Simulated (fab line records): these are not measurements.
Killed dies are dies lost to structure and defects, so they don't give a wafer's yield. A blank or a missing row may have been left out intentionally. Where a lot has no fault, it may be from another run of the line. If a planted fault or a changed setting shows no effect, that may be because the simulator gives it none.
Which tool did it? + flow nandHarc + 18 wafers from 6 lots sampled at 4 of the route's 1159 steps

== WHAT THE GAUGES SHOWED, per wafer ==
NHARC_A_CONTACT_INSPECT_23.
| lot  | measured     | on               | rawDefectCount |
|------|--------------|------------------|----------------|
| L593 | day 17 20:04 | defectInspect-02 | 387 413 319    |
| L597 | day 18 16:30 | defectInspect-01 | 516 413 466    |
| L605 | day 21 08:21 | defectInspect-01 | 2483 2502 2540 |
| L609 | day 22 04:01 | defectInspect-02 | 657 359 720    |
| L610 | day 22 12:05 | defectInspect-02 | 405 334 424    |
| L614 | day 22 23:50 | defectInspect-01 | 374 505 555    |

== WHICH TOOL RAN EACH LOT (tool, then ch and the chambers of the sampled wafers, then the start) ==
| lot  | NHARC_A_CONTACT_ETCH_92           | NHARC_A_CONTACT_ETCH_98                      | NHARC_A_CONTACT_CMP_20        |
|------|-----------------------------------|----------------------------------------------|-------------------------------|
| L593 | rieDiel-04 ch 0,3, day 17 13:29   | rieDiel-04 ch 1,2, day 17 19:41 or earlier   | cmp-01 ch 0,3, day 17 19:41   |
| L597 | rieDiel-03 ch 0,3, day 18 10:17   | rieDiel-03 ch 0,2,3, day 18 10:26            | cmp-04 ch 1,2,3, day 18 16:07 |
| L605 | rieDiel-03 ch 0,2,3, day 21 00:29 | rieDiel-03 ch 0,1,3, day 21 07:57 or earlier | cmp-02 ch 0,3, day 21 07:57   |
| L609 | rieDiel-03 ch 1,2, day 22 01:13   | rieDiel-03 ch 0,1,3, day 22 03:38 or earlier | cmp-01 ch 0,2, day 22 03:38   |
| L610 | rieDiel-11 ch 0,1,2, day 22 09:15 | rieDiel-11 ch 0,1,2, day 22 11:43 or earlier | cmp-04 ch 0,2,3, day 22 11:43 |
| L614 | rieDiel-03 ch 2,3, day 22 18:47   | rieDiel-03 ch 0,2,3, day 22 23:26 or earlier | cmp-02 ch 0,2, day 22 23:26   |
- NHARC_A_CONTACT_ETCH_92: etches the open film in CH3F/O2, target depth 40 nm, time 85.7 s.
- NHARC_A_CONTACT_ETCH_98: etches the open film in C4F6/O2, target depth 20 nm, time 10 s.
- NHARC_A_CONTACT_CMP_20: polishes, t overpolish 30 s, target thk 300 nm.

== THE ANSWER, worked out from the rows above alone ==
Rule: what is usual is taken from the lots themselves. Put in order of their means at a reading, lots are off if they are a third of the lots or fewer, leave a main group of 4 or more, and stand apart from it by a gap of 3 or more times the standard deviation of the main group's means; of several such gaps the widest counts. Not used: any main group whose means are identical at the precision the tables above print for the reading. Also off: a lot with no number at a reading for which 4 or more lots have one. All remaining lots with rows at the step are treated as sound.
Off, at NHARC_A_CONTACT_INSPECT_23 on rawDefectCount: L605. The main group: mean 456, standard deviation 74.
If a tool, at a process step before that reading, ran all the lots that are off and no sound lot after the first of them, it fits. Gauges at NHARC_A_CONTACT_INSPECT_23: tried the same way as those tools. NHARC_A_CONTACT_ETCH_98 gives no start for some lots, so the hours and the order of its lots are those of NHARC_A_CONTACT_CMP_20. Of those tried, none fits.

== WHAT THE SIMULATOR HAD INSERTED ==
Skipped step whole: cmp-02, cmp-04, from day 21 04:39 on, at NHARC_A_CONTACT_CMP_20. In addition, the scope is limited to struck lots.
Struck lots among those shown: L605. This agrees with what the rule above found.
